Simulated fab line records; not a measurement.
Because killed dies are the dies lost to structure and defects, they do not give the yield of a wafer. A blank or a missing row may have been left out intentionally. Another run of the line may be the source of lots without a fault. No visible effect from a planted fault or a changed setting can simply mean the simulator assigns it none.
fab line records	flow nandHarc
record: lots: 12	wafers: 36	lastDay: 24
route steps=1159 shown A_BONDPAD@1083 THIN_TSV@1119 END@1159
lots with no fault: from the same line, run without faults
startH: hours from the record's first day to the start of the lot's first wafer shown	waitH: hours elapsed since this lot's preceding step	" as in the row above	L1.1+2: a row that stands for several wafers	- either no value or no given start	* or withheld: withheld	< > ~ a bound
route shown NAME@n: a module of which the file shows steps, and the number in the route of the first	usual: the fault-free wafers' mean and standard deviation	same: alike in all rows	chamber/n: place in a boat	sites: the reading at each site	_std_site: their standard deviation	_edge_site: inner sites' mean taken away from outer sites' mean	radiusMm: how far each site lies from the wafer's centre	mask NAME#n: copy n	behind: the most recent tool/chamber to have shaped the wafer	hold: why the lot was held/for how many hours/how that ended	device: whichever transistor did not switch (one of n, p or np)	end of line: tests of these same wafers at the route's end	step lacking rows: just its recipe	killed: dies lost to structure and defects at the first sort, not the wafer's yield	map: dies across one wafer; x = killed, . = not, _ = none there
set.NAME: the setting that was run; set.NAME@STEP: the one run at that earlier step	model.NAME: the simulator's own value behind a step, which no gauge read
route steps across a sampled set of lots; one table per step, one row per wafer
services: the hour from which a tool's chamber was out of use, counted from the record's first day as startH (under 0 if before that day), plus the number of hours and why
== steps ==
step: NHARC_A_BONDPAD_PRE_CLEAN_26
recipe: timeS: 30	tempC: 280	gas: H2/He
usual: heaterPowerW: 420/51
lot.wafer	tool	chamber	startH	waitH	heaterPowerW
L526.2	pvdSputter-02	-	-	-	531
L526.1	"	-	"	"	460
L526.5	"	-	"	"	546
L529.3	pvdSputter-03	-	-	-	388
L529.2	"	-	"	"	351
L529.1	"	-	"	"	402
L531.3	pvdSputter-01	-	-	-	399
L531.4	"	-	"	"	442
L531.5	"	-	"	"	412
L532.1	pvdSputter-01	-	-	-	365
L532.2	"	-	"	"	451
L532.6	"	-	"	"	381
L533.1	pvdSputter-03	-	-	-	411
L533.5	"	-	"	"	408
L533.6	"	-	"	"	373
L534.3	pvdSputter-01	-	-	-	374
L534.1	"	-	"	"	380
L534.5	"	-	"	"	368
L535.3	pvdSputter-01	-	-	-	368
L535.6	"	-	"	"	410
L535.5	"	-	"	"	368
L536.1	pvdSputter-01	-	-	-	368
L536.3	"	-	"	"	395
L536.5	"	-	"	"	375
L540.3	pvdSputter-03	-	-	-	334
L540.4	"	-	"	"	431
L540.5	"	-	"	"	384
L545.4	pvdSputter-03	-	-	-	335
L545.3	"	-	"	"	396
L545.6	"	-	"	"	435
L546.2	pvdSputter-01	-	-	-	436
L546.1	"	-	"	"	391
L546.3	"	-	"	"	400
L544.4	pvdSputter-01	-	-	-	394
L544.2	"	-	"	"	432
L544.6	"	-	"	"	354
step: NHARC_THIN_TSV_ETCH_44
recipe: targetDepthA: 15942	timeS: 797.1	cf4FlowSccm: 150	o2FlowSccm: 10	arFlowSccm: 0	rfW: 300	biasW: 800	chemistry: CF4/O2
usual: biasW: 800.0/2.2	cf4FlowSccm: 150.0/0.45	drypumpMotorCurrentA: 5.6/0.5	oesProductAu: 0.999/0.0062	rfVppV: 794/6.1	showerheadPlenumPTorr: 1.83/0.094	throttleValvePct: 16.914/0.009
lot.wafer	tool	chamber	startH	waitH	biasW	cf4FlowSccm	drypumpMotorCurrentA	oesProductAu	rfHoursCounterH	rfVppV	showerheadPlenumPTorr	throttleValvePct
L526.2	rieDiel-10	0	425.15	0.1	803.0	149.8	6.3	0.995	4	803	1.96	16.904
L526.1	"	1	"	"	803.0	149.5	5.2	0.990	4	788	1.72	16.918
L526.5	"	1	"	"	801.0	149.8	5.2	1.004	-	785	1.72	16.908
L529.3	rieDiel-03	3	442.29	0.1	800.3	150.1	5.4	0.996	2	804	1.97	16.889
L529.1	"	0	"	"	799.8	150.7	5.2	1.002	2	793	1.78	16.923
L529.2	"	1	"	"	799.2	149.8	5.2	1.007	2	788	1.73	16.918
L532.1	rieDiel-12	0	463.09	0.1	799.3	149.3	6.7	0.996	7	791	1.77	16.924
L532.2	"	1	"	"	802.1	150.5	5.4	0.995	8	798	1.89	16.918
L532.6	"	0	"	"	799.9	148.9	6.7	0.988	-	791	1.77	16.917
L531.3	rieDiel-03	0	464.39	0.1	799.6	149.1	5.2	1.005	4	791	1.78	16.909
L531.4	"	2	"	"	799.6	150.3	5.0	0.997	3	788	1.72	16.909
L531.5	"	3	"	"	800.5	150.1	5.4	0.997	-	803	1.97	16.906
L534.3	rieDiel-10	1	471.32	0.1	800.4	149.4	5.2	0.999	8	786	1.71	16.925
L534.1	"	0	"	"	798.8	150.0	6.3	0.998	8	804	1.96	16.915
L534.5	"	2	"	"	802.4	149.7	6.4	0.984	-	800	1.94	16.906
L533.1	rieDiel-12	0	472.65	0.1	798.8	150.0	6.7	1.005	8	791	1.77	16.925
L533.6	"	0	"	"	795.9	149.6	6.7	1.000	-	789	1.77	16.917
L533.5	"	1	"	"	805.5	150.5	5.4	1.004	-	800	1.89	16.903
L535.3	rieDiel-03	0	473.90	0.1	803.7	150.2	5.2	1.002	5	792	1.78	16.893
L535.5	"	3	"	"	799.7	150.9	5.4	0.996	-	802	1.97	16.913
L535.6	"	0	"	"	804.9	150.1	5.2	1.009	-	791	1.78	16.913
L536.3	rieDiel-03	3	507.01	0.1	799.4	150.1	5.4	1.010	6	804	1.96	16.910
L536.1	"	0	"	"	802.1	150.2	5.2	1.008	6	792	1.78	16.923
L536.5	"	3	"	"	800.4	149.8	5.4	0.999	-	803	1.96	16.905
L540.3	rieDiel-03	2	518.91	0.1	798.4	149.8	5.0	1.008	6	787	1.72	16.903
L540.4	"	3	"	"	798.5	149.9	5.4	0.998	7	802	1.96	16.917
L540.5	"	2	"	"	796.1	149.8	5.0	0.998	-	788	1.72	16.902
L546.3	rieDiel-10	2	546.17	0.1	800.1	149.0	6.4	0.999	1	800	1.94	16.918
L546.2	"	3	"	"	799.5	150.0	5.3	0.995	0	796	1.87	16.912
L546.1	"	0	"	"	802.4	149.4	6.3	1.007	0	801	1.96	16.931
L545.3	rieDiel-03	0	547.62	0.1	-	-	-	-	-	-	-	-
L545.4	"	1	"	"	-	-	-	-	-	-	-	-
L545.6	"	1	"	"	-	-	-	-	-	-	-	-
L544.2	rieDiel-03	0	553.64	0.1	-	-	-	-	-	-	-	-
L544.4	"	2	"	"	-	-	-	-	-	-	-	-
L544.6	"	1	"	"	-	-	-	-	-	-	-	-
step: NHARC_THIN_TSV_STRIP_62
recipe: powerW: 1500	tempC: 250	timeS: 20	chemistry: N2/H2
usual: drypumpMotorCurrentA: 5.8/0.48	heaterPowerW: 304/24	rfReflPowerW: 23/5.5
lot.wafer	tool	chamber	startH	waitH	drypumpMotorCurrentA	heaterPowerW	rfHoursCounterH	rfReflPowerW
L526.2	plasmaAsher-02	1	427.88	-	6.1	351	19	15
L526.1	"	0	"	"	5.8	291	19	20
L526.5	"	0	"	"	5.8	301	-	21
L529.1	plasmaAsher-01	1	444.83	-	5.1	302	55	31
L529.2	"	0	"	"	6.3	285	55	20
L529.3	"	1	"	"	5.1	302	-	30
L532.1	plasmaAsher-01	0	465.50	-	6.3	279	2	21
L532.2	"	1	"	"	5.1	297	2	30
L532.6	"	0	"	"	6.2	289	-	20
L531.4	plasmaAsher-01	0	466.93	-	6.2	292	-	20
L531.3	"	1	"	"	5.1	300	-	30
L531.5	"	0	"	"	6.2	292	-	20
L534.1	plasmaAsher-01	1	474.05	-	5.1	297	5	-
L534.3	"	0	"	"	6.2	288	-	-
L534.5	"	1	"	"	5.1	296	-	-
L533.1	plasmaAsher-02	0	475.32	-	5.8	301	40	21
L533.5	"	1	"	"	6.1	358	-	15
L533.6	"	0	"	"	5.7	299	-	20
L535.3	plasmaAsher-01	0	476.26	-	6.3	281	-	-
L535.5	"	0	"	"	6.2	286	-	-
L535.6	"	1	"	"	5.2	298	-	-
L536.1	plasmaAsher-01	1	509.71	-	5.1	296	16	29
L536.3	"	0	"	"	6.3	286	-	21
L536.5	"	1	"	"	5.1	294	-	30
L540.3	plasmaAsher-01	0	521.31	-	6.3	288	-	21
L540.4	"	1	"	"	5.2	297	-	30
L540.5	"	1	"	"	5.2	293	-	29
L546.2	plasmaAsher-01	1	548.65	-	5.1	297	31	29
L546.1	"	0	"	"	6.2	288	31	21
L546.3	"	0	"	"	6.3	299	-	20
L545.3	plasmaAsher-02	0	550.01	-	5.8	304	-	22
L545.4	"	1	"	"	6.1	344	-	15
L545.6	"	0	"	"	5.8	304	-	21
L544.2	plasmaAsher-02	1	556.00	-	6.1	343	3	15
L544.4	"	0	"	"	5.8	308	-	20
L544.6	"	1	"	"	6.1	346	-	15
step: NHARC_THIN_TSV_ANNEAL_52
recipe: tempC: 225	timeS: 90
usual: wafer_temp_C_max: 226.1/0.37
lot.wafer	tool	chamber	startH	waitH	wafer_temp_C_max
L526.1	rtpAnneal-02	0	429.26	0.6	226.2
L526.2	"	0	"	"	225.8
L526.5	"	0	"	"	226.1
L529.1	rtpAnneal-02	0	446.22	0.7	225.3
L529.2	"	0	"	"	225.7
L529.3	"	0	"	"	225.7
L532.1	rtpAnneal-01	0	466.86	0.6	226.2
L532.2	"	0	"	"	226.8
L532.6	"	0	"	"	226.2
L531.3	rtpAnneal-02	0	468.55	0.7	225.8
L531.4	"	0	"	"	226.0
L531.5	"	0	"	"	225.8
L534.1	rtpAnneal-02	0	475.42	0.6	225.8
L534.3	"	0	"	"	225.7
L534.5	"	0	"	"	225.6
L533.1	rtpAnneal-02	0	476.67	0.5	226.0
L533.5	"	0	"	"	226.2
L533.6	"	0	"	"	226.2
L535.3	rtpAnneal-01	0	477.91	0.5	226.5
L535.5	"	0	"	"	226.4
L535.6	"	0	"	"	227.0
L536.1	rtpAnneal-02	0	511.11	0.7	225.9
L536.3	"	0	"	"	225.4
L536.5	"	0	"	"	225.9
L540.3	rtpAnneal-01	0	522.73	0.4	226.4
L540.4	"	0	"	"	226.4
L540.5	"	0	"	"	226.3
L546.1	rtpAnneal-01	0	549.99	0.6	226.1
L546.2	"	0	"	"	226.2
L546.3	"	0	"	"	226.0
L545.3	rtpAnneal-01	0	551.42	0.4	226.2
L545.4	"	0	"	"	226.1
L545.6	"	0	"	"	226.5
L544.2	rtpAnneal-01	0	557.39	0.7	227.2
L544.4	"	0	"	"	226.8
L544.6	"	0	"	"	226.4
step: NHARC_END_SORT_01
recipe: tempC: 25
usual: defectLimitedYield: 95.4/1.5	killedAtArray: 26/9.6	killedAtOther: 0.7/0.92	killedAtPeriphery: 3.8/2.7	killedDies: 31/10	killedOpen: 3.3/1.7	killedShort: 1.8/1.3	sort_bin_2_pct: 1.4/0.62	sort_bin_3_pct: 0.23/0.21	sort_bin_4_pct: 2.9/0.95	sortNPass: 646/10	sortRimYieldPct: 94/3.2	sortYieldPct: 95.4/1.5
same: grossDies: 677	sort_bin_5_pct[%]: 0	sort_bin_6_pct[%]: 0	sort_bin_7_pct[%]: 0	sort_bin_8_pct[%]: 0	sortRimNGross: 106.00
lot.wafer	tool	chamber	startH	waitH	defectLimitedYield[%]	killedAtArray	killedAtOther	killedAtPeriphery	killedDies	killedOpen	killedShort	sort_bin_2_pct[%]	sort_bin_3_pct[%]	sort_bin_4_pct[%]	sortNPass	sortRimYieldPct[%]	sortYieldPct[%]
L526.1	prober-01	0	444.15	2.5	94.2	32	0	7	39	5	3	1.8	0.30	3.7	638	91	94.2
L526.2	prober-01	0	444.94	2.8	95.6	24	1	5	30	3	2	1.2	0.15	3.1	647	89	95.6
L526.5	prober-01	0	447.31	3.7	95.3	25	0	7	32	6	2	1.2	0.44	3.1	645	93	95.3
L545.3	prober-01	0	562.48	3.1	0	43	633	1	677	1	4	96.9	0.44	2.7	0	0	0
L545.4	prober-01	0	563.28	3.4	0	42	631	4	677	3	0	95.1	0.15	4.7	0	0	0
L545.6	prober-01	0	564.89	4.0	0	55	620	2	677	3	1	93.5	0.59	5.9	0	0	0
L544.2	prober-01	0	569.53	2.8	0	25	650	2	677	2	1	97.3	0	2.7	0	0	0
L544.4	prober-01	0	571.15	3.4	0	30	647	0	677	5	3	96.8	0.30	3.0	0	0	0
L544.6	prober-01	0	572.78	4.1	0	28	646	3	677	1	2	96.9	0	3.1	0	0	0
killed by level:class
L526.1 A_STAIRCASE:chamberFilmFlake=11 A_SLIT:chamberFilmFlake=7 P_STI:chamberFilmFlake=3 A_CONTACT:chamberFilmFlake=3 A_CONTACT:geometricParticle:open=2 P_M0:chamberFilmFlake=2 A_CHANNEL_FILL_D1:chamberFilmFlake=2 A_WL_FILL:chamberFilmFlake=2
L526.2 A_SLIT:chamberFilmFlake=6 A_STAIRCASE:chamberFilmFlake=4 A_WL_FILL:chamberFilmFlake=4 P_M0:chamberFilmFlake=3 A_CHANNEL_HOLE_D1:chamberFilmFlake=3 A_CONTACT:chamberFilmFlake=2 A_CHANNEL_FILL_D1:geometricParticle:open=1 A_CHANNEL_FILL_D1:geometricParticle:short=1
L526.5 A_STAIRCASE:chamberFilmFlake=5 A_SLIT:chamberFilmFlake=5 A_WL_FILL:chamberFilmFlake=5 P_CONTACT:geometricParticle:open=4 A_CONTACT:chamberFilmFlake=4 P_M0:chamberFilmFlake=2 A_SOURCE_PLATE:geometricParticle:short=1 A_ONON_D1:geometricParticle:open=1
L545.3 THIN_TSV:areaEtch=633 A_CHANNEL_HOLE_D1:chamberFilmFlake=19 A_SLIT:chamberFilmFlake=12 A_CONTACT:chamberFilmFlake=4 A_STAIRCASE:chamberFilmFlake=3 A_SOURCE_PLATE:geometricParticle:short=1 A_CHANNEL_FILL_D1:geometricParticle:short=1 A_CONTACT:geometricParticle:short=1
L545.4 THIN_TSV:areaEtch=630 A_CHANNEL_HOLE_D1:chamberFilmFlake=22 A_SLIT:chamberFilmFlake=11 A_CONTACT:chamberFilmFlake=5 P_M0:geometricParticle:open=2 A_STAIRCASE:chamberFilmFlake=2 A_SGD_CUT:geometricParticle:open=1 P_STI:chamberFilmFlake=1
L545.6 THIN_TSV:areaEtch=619 A_CHANNEL_HOLE_D1:chamberFilmFlake=30 A_SLIT:chamberFilmFlake=10 A_STAIRCASE:chamberFilmFlake=6 A_CONTACT:chamberFilmFlake=4 P_CONTACT:geometricParticle:open=1 A_CHANNEL_FILL_D1:geometricParticle:open=1 A_CHANNEL_FILL_D1:geometricParticle:short=1
L544.2 THIN_TSV:areaEtch=649 A_CHANNEL_HOLE_D1:chamberFilmFlake=10 A_CONTACT:chamberFilmFlake=9 A_STAIRCASE:chamberFilmFlake=4 P_M0:geometricParticle:open=1 A_ONON_D1:geometricParticle:short=1 A_CONTACT:geometricParticle:open=1 P_M0:chamberFilmFlake=1
L544.4 THIN_TSV:areaEtch=647 A_CONTACT:chamberFilmFlake=10 A_CHANNEL_HOLE_D1:chamberFilmFlake=7 A_STAIRCASE:chamberFilmFlake=5 A_ONON_D1:geometricParticle:open=1 A_ONON_D1:geometricParticle:short=1 A_SGD_CUT:geometricParticle:short=1 A_SGD_CUT:geometricParticle:open=1
L544.6 THIN_TSV:areaEtch=645 A_CHANNEL_HOLE_D1:chamberFilmFlake=12 A_CONTACT:chamberFilmFlake=12 P_ZERO_WELL:chamberFilmFlake=3 A_SOURCE_PLATE:geometricParticle:short=1 A_ONON_D1:geometricParticle:open=1 A_CHANNEL_FILL_D1:geometricParticle:short=1 A_STAIRCASE:chamberFilmFlake=1
== services ==
tool	chamber	startH	hours	kind
rieDiel-12	-	390.11	1.8	repair
pvdSputter-02	-	392.04	10.0	pm
rieDiel-03	-	392.58	9.0	pm
rieDiel-03	1	405.02	9.2	repair
pvdSputter-03	-	407.97	4.2	repair
rieDiel-12	-	413.23	0.4	repair
rieDiel-10	3	413.55	28.7	repair
pvdSputter-01	-	415.92	9.9	repair
plasmaAsher-01	-	424.20	7.4	repair
rieDiel-12	0	430.89	16.2	repair
pvdSputter-03	-	431.22	2.3	repair
plasmaAsher-01	-	453.69	9.0	pm
pvdSputter-03	-	458.00	10.0	pm
rieDiel-03	2	470.40	2.7	repair
rieDiel-03	0	508.97	2.9	repair
pvdSputter-01	-	514.04	10.0	pm
rieDiel-10	3	523.69	4.2	repair
rieDiel-10	-	530.50	9.0	pm
rieDiel-12	1	533.99	8.5	repair
plasmaAsher-02	-	537.13	9.0	pm
rieDiel-03	1	542.01	3.5	repair
rieDiel-10	-	546.87	0.3	repair
pvdSputter-02	-	553.28	11.5	repair
rieDiel-12	-	556.45	9.0	pm
== key ==
firstSign: step: NHARC_THIN_TSV_ETCH_44	reading: toolRecord	direction: missing
effect: step: NHARC_END_SORT_01	reading: killedAtOther	direction: up	sigmas: 99+	usual: 0.7	struck: 637.8
moreKillsBornAt: NHARC_THIN_TSV_ETCH_44@rieDiel-03: 3823
metAt NHARC_THIN_TSV_ETCH_44
struckLots L544,L545
laterRowsLeftOut L544.2,L544.4,L544.6,L545.3,L545.4,L545.6
notActingAt NHARC_A_BONDPAD_PRE_CLEAN_26,NHARC_THIN_TSV_STRIP_62,NHARC_THIN_TSV_ANNEAL_52
onsetBetween 518.91 547.62
fault: kind: skippedStepWhole	tool: rieDiel-03	chamber: -	onsetH: 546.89	steps: NHARC_THIN_TSV_ETCH_44	scope: struckLotsOnly
laterRowsLeftOut: the simulator's readings of these wafers behind a module that went badly wrong aren't trusted and aren't shown, but for the sort
